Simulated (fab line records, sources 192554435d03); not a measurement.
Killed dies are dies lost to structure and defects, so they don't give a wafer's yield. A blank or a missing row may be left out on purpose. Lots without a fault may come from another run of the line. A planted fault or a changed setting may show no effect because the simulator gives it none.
Chamber matching | flow n5_finfet | N5_FIN_SAQP_SPACER2_ETCHBACK_29 on rie_diel-01: 4 sister chambers
The step etches SiO2 in CHF3/O2, target depth 12.2 nm, time 6.1 s. 14 wafers are shown with their chamber, then 7 later ones without.

WAFERS WITH THEIR CHAMBER
wafer  | chamber | drypump_motor_current_A (A) | rf_vpp_V (V) | throttle_valve_pct (%)
L076.2 | 3       | 6.0                         | 529          | 19.14
L076.3 | 0       | 5.8                         | 520          | 18.80
L076.4 | 1       | 6.0                         | 537          | 18.51
L077.2 | 1       | 6.0                         | 536          | 18.51
L077.4 | 2       | 5.4                         | 513          | 18.82
L077.5 | 3       | 6.0                         | 531          | 19.13
L086.1 | 2       | 5.4                         | 513          | 18.88
L086.5 | 3       | 6.0                         | 530          | 19.17
L086.6 | 0       | 5.8                         | 519          | 18.87
L087.1 | 1       | 6.0                         | 536          | 18.54
L087.2 | 2       | 5.4                         | 514          | 18.86
L087.5 | 3       | 6.0                         | 530          | 19.16
L088.1 | 2       | 5.4                         | 512          | 18.86
L088.2 | 1       | 5.9                         | 537          | 18.55

SIGNATURES (means of the wafers above)
reading                 | chamber 0 | chamber 1 | chamber 2 | chamber 3 | scatter within a chamber
drypump_motor_current_A | 5.800     | 5.975     | 5.400     | 6.000     | 0.0274
rf_vpp_V                | 519.50    | 536.50    | 513.00    | 530.00    | 0.742
throttle_valve_pct      | 18.8350   | 18.5275   | 18.8550   | 19.1500   | 0.0257
Rule: a wafer's distance from a chamber is the root of the sum, over the readings, of the square of ((its reading less the chamber's mean) divided by the reading's scatter). The wafer belongs to the nearest chamber; if the next one is less than 2 further off, it can't be placed. The scatter: the root of (the sum of the squares of (reading less its chamber's mean) over the shown wafers, divided by (wafers less chambers)).

WAFERS WITHOUT THEIR CHAMBER
wafer  | drypump_motor_current_A (A) | rf_vpp_V (V) | throttle_valve_pct (%)
L088.4 | 6.0                         | 536          | 18.56
L091.3 | 6.0                         | 537          | 18.55
L091.5 | 6.0                         | 535          | 18.55
L091.6 | 5.8                         | 519          | 18.38
L096.1 | 5.8                         | 518          | 18.42
L096.5 | 5.8                         | 519          | 18.40
L096.6 | 6.0                         | 536          | 18.58

WHICH CHAMBER EACH WENT THROUGH
wafer  | from the rows above | in truth
L088.4 | 1                   | 1
L091.3 | 1                   | 1
L091.5 | 1                   | 1
L091.6 | 0                   | 0
L096.1 | 0                   | 0
L096.5 | 0                   | 0
L096.6 | 1                   | 1
Placed correctly: 7 of 7. Can't be placed from these rows: 0. Placed wrongly: 0.
